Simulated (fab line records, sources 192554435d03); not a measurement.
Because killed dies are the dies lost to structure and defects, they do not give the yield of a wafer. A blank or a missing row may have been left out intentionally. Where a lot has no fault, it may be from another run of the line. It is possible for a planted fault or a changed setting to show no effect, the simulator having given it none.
Which tool is to blame? ; flow n5 finfet ; 32 wafers from 11 lots sampled at 3 of the route's 1938 steps

== WHAT THE GAUGES SHOWED, per wafer ==
N5_MIM_TOP_LITHO_INSPECT_12: inspects for defects (macro). Usual: raw defect count at 1.9, with a standard deviation of 1.2.
lot;measured;on;raw defect count;flag
L221;day 12 00:38;defect inspect-02;1 0 3;
L222;day 12 04:26;defect inspect-02;4 3 0;
L225;day 12 10:15;defect inspect-01;3 3 3;
L226;day 12 20:23;defect inspect-01;2 3 1;
L227;day 12 20:50;defect inspect-02;3 2 3;
L228;day 13 15:37;defect inspect-02;3 3 3;
L229;day 13 23:42;defect inspect-01;2 2 1;
L230;day 14 07:01;defect inspect-02;1 0 3;
L233;day 14 22:09;defect inspect-01;2 1 3;
L240;day 16 18:10;defect inspect-02;2 2 1;
L239;day 16 21:13;defect inspect-02;3 2;

== WHICH TOOL RAN EACH LOT (tool, then ch and the chambers of the sampled wafers, then the start) ==
lot;N5_PASSIVATION_PECVD_00;N5_MIM_TOP_ALD_02
L221;pecvd-01 ch 0,2, day 11 22:08;ald hk-01 ch 0,2,3, day 12 00:38 or earlier
L222;pecvd-02 ch 0,1,2, day 12 01:02;ald hk-03 ch 0,3, day 12 04:26 or earlier
L225;pecvd-02 ch 0,2, day 12 08:24;ald hk-03 ch 1,2,3, day 12 10:15 or earlier
L226;pecvd-01 ch 0,2, day 12 17:19;ald hk-03 ch 0,3, day 12 20:23 or earlier
L227;pecvd-01 ch 0,1,2, day 12 19:05;ald hk-01 ch 1,2,3, day 12 20:50 or earlier
L228;pecvd-01 ch 0,1,2, day 13 13:12;ald hk-02 ch 0,1,2, day 13 15:37 or earlier
L229;pecvd-02 ch 1,2, day 13 20:19;ald hk-02 ch 0,1, day 13 23:42 or earlier
L230;pecvd-02 ch 0,1, day 14 04:55;ald hk-02 ch 0,2,3, day 14 07:01 or earlier
L233;pecvd-01 ch 0,2, day 14 20:43;ald hk-01 ch 0,1,2, day 14 22:09 or earlier
L240;pecvd-02 ch 0,1,2, day 16 15:34;ald hk-03 ch 1,3, day 16 18:10 or earlier
L239;pecvd-01 ch 0,2, day 16 15:51;ald hk-01 ch 0,1, day 16 21:13 or earlier
- N5_PASSIVATION_PECVD_00: deposits SiO2 from SiH4/N2O, target thk 200 nm, time 11.2 s.
- N5_MIM_TOP_ALD_02: deposits Al2O3, purge time 3 s, co reactant pulse time 3 s.

== WHAT THE TOOLS THEMSELVES READ (means of the sampled wafers that have a number; where no wafer has one, the mark that the record gives instead) ==
N5_PASSIVATION_PECVD_00. Usual: chamber pressure Torr is 2.701 Torr with standard deviation 0.0062, heater power w is 660 W with standard deviation 110, rf fwd power W is 601.6 W with standard deviation 1.9, showerhead plenum p Torr is 8.23 Torr with standard deviation 0.097, showerhead vpp V is 1534 V with standard deviation 63, susceptor temp C is 400.00 C with standard deviation 0.23, and throttle valve pct is 51.3 % with standard deviation 2.
lot;tool;chamber pressure Torr (Torr);heater power w (W);rf fwd power W (W);showerhead plenum p Torr (Torr);showerhead vpp V (V);susceptor temp C (C);throttle valve pct (%);flag
L221;pecvd-01;2.704;739;601.5;8.25;1461;399.91;49.2;
L222;pecvd-02;2.698;592;602.7;8.27;1540;399.77;51.1;
L225;pecvd-02;2.700;672;602.1;8.35;1519;399.86;50.3;
L226;pecvd-01;2.697;697;600.6;8.26;1473;400.32;49.3;
L227;pecvd-01;2.698;715;600.4;8.23;1539;399.85;51.1;
L228;pecvd-01;2.694;704;601.7;8.22;1540;399.90;51.0;
L229;pecvd-02;2.700;563;601.3;8.20;1567;400.27;51.6;
L230;pecvd-02;2.706;716;601.5;8.32;1538;400.11;51.2;
L233;pecvd-01;2.705;713;601.5;8.25;1469;400.01;49.6;
L240;pecvd-02;2.703;611;602.0;8.27;1544;400.05;51.1;
L239;pecvd-01;2.700;694;601.5;8.23;1504;400.21;50.5;

N5_MIM_TOP_ALD_02. Usual: precursor pulse height rel at 1.000, with a standard deviation of 0.017.
lot;tool;precursor pulse height rel;flag
L221;ald hk-01;1.003;
L222;ald hk-03;1.016;
L225;ald hk-03;0.997;
L226;ald hk-03;1.017;
L227;ald hk-01;0.997;
L228;ald hk-02;1.006;
L229;ald hk-02;1.008;
L230;ald hk-02;1.008;
L233;ald hk-01;0.994;
L240;ald hk-03;0.992;
L239;ald hk-01;1.006;

== THE ANSWER, worked out from the rows above alone ==
Rule: take the mean of a lot's wafers that have a number; if it is more than 3 standard deviations from the usual mean, the lot is off. A lot without any number at a reading at which 4 lots or more have one is off too. Any other lot the step has rows for is counted as sound. Order of review: gauges by route order, followed by the tools' own readings, for which a lot's mean as printed above is used. The first step at which some lot is off is used, and at that step the reading that is off furthest; a lot without a number counts as furthest.
No lot is off at any reading shown: from this, nothing can be told.

== WHAT THE SIMULATOR HAD INSERTED ==
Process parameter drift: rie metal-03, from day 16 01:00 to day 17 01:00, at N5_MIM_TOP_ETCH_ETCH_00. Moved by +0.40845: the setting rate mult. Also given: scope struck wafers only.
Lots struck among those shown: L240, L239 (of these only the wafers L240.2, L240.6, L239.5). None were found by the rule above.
